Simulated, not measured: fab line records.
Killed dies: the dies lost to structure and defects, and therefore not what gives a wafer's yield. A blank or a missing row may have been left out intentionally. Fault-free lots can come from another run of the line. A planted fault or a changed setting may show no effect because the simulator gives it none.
Chamber matching ; flow n5Finfet ; N5_FIN_SAQP_SPACER2_ETCHBACK_29 on rieDiel-04: 4 sister chambers
The step etches SiO2 in CHF3/O2, target depth 12.2 nm, time 6.1 s. 8 wafers are shown with their chamber, then 8 later ones without.

## WAFERS, EACH WITH ITS CHAMBER
wafer;chamber;throttleValvePct (%);showerheadPlenumPTorr (Torr)
L076.5;1;18.70;2.50
L081.5;3;18.47;2.44
L086.1;2;18.91;2.55
L086.5;0;19.11;2.37
L090.1;3;18.49;2.43
L090.2;1;18.73;2.49
L090.3;0;19.12;2.37
L092.1;2;18.91;2.55

## WAFERS WHOSE CHAMBER IS MISSING
wafer;throttleValvePct (%);showerheadPlenumPTorr (Torr)
L092.4;18.49;2.43
L092.6;18.51;2.43
L094.1;18.51;2.43
L094.2;18.93;2.55
L094.5;19.14;2.37
L095.1;18.49;2.43
L095.2;18.93;2.54
L095.5;18.74;2.48

## CHAMBER TAKEN BY EACH
wafer;from the rows above;in truth
L092.4;3;3
L092.6;3;3
L094.1;3;3
L094.2;2;2
L094.5;0;0
L095.1;3;3
L095.2;2;2
L095.5;1;1
8 of 8 placed correctly. From these rows, 0 cannot be placed. Wrongly placed: 0.
How it was worked out, from the rows above alone: a wafer's distance from a chamber is the root of the sum, over the readings, of the square of ((its reading less the chamber's mean) divided by the reading's scatter). If the next closest chamber is less than 2 further off than the closest, the wafer can't be placed; otherwise it belongs to the closest. The mean given for a chamber averages the wafers shown for that chamber. The scatter: the root of (the sum of the squares of (reading less its chamber's mean) over the shown wafers, divided by (wafers less chambers)).
